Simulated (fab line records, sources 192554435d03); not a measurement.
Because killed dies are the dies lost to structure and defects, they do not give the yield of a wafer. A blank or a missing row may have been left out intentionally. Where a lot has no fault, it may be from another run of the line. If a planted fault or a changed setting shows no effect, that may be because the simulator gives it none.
Chamber matching / flow n5_finfet / N5_BEOL_M2_CO_CAP_55 on cvd_co-01 has 3 sister chambers
The step material Co, precursor CCTBA/H2, target thk 2 nm, time 102.1 s. 3 wafers are shown with their chamber, then 7 later ones without.

WAFERS, EACH WITH ITS CHAMBER
wafer=L315.3; chamber=0; heater_power_w (W)=215
wafer=L318.1; chamber=2; heater_power_w (W)=272
wafer=L318.4; chamber=1; heater_power_w (W)=210

WAFERS WITHOUT THEIR CHAMBER
wafer=L318.5; heater_power_w (W)=215
wafer=L319.1; heater_power_w (W)=205
wafer=L319.4; heater_power_w (W)=282
wafer=L319.6; heater_power_w (W)=206
wafer=L321.1; heater_power_w (W)=218
wafer=L321.2; heater_power_w (W)=275
wafer=L321.5; heater_power_w (W)=210

WHICH CHAMBER EACH ONE RAN IN
wafer=L318.5; from the rows above=can't be placed: 0 or 1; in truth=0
wafer=L319.1; from the rows above=can't be placed: 1 or 0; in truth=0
wafer=L319.4; from the rows above=2; in truth=2
wafer=L319.6; from the rows above=can't be placed: 1 or 0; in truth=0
wafer=L321.1; from the rows above=can't be placed: 0 or 1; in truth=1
wafer=L321.2; from the rows above=2; in truth=2
wafer=L321.5; from the rows above=can't be placed: 1 or 0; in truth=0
Correctly placed: 2 of 7. Unplaceable from these rows: 5, with the true chamber sitting among the candidates in 5. Wrongly placed: 0.
How it was worked out, from the rows above alone: a wafer's distance from a chamber is the root of the sum, over the readings, of the square of ((its reading less the chamber's mean) divided by the reading's scatter). The wafer belongs to the nearest chamber; if the next one is less than 2 further off, it can't be placed. Each chamber's mean is taken over the wafers shown for it. The scatter (one wafer shown for each chamber): square how far every hidden wafer sits from the nearest shown wafer, average those squares and take the square root.
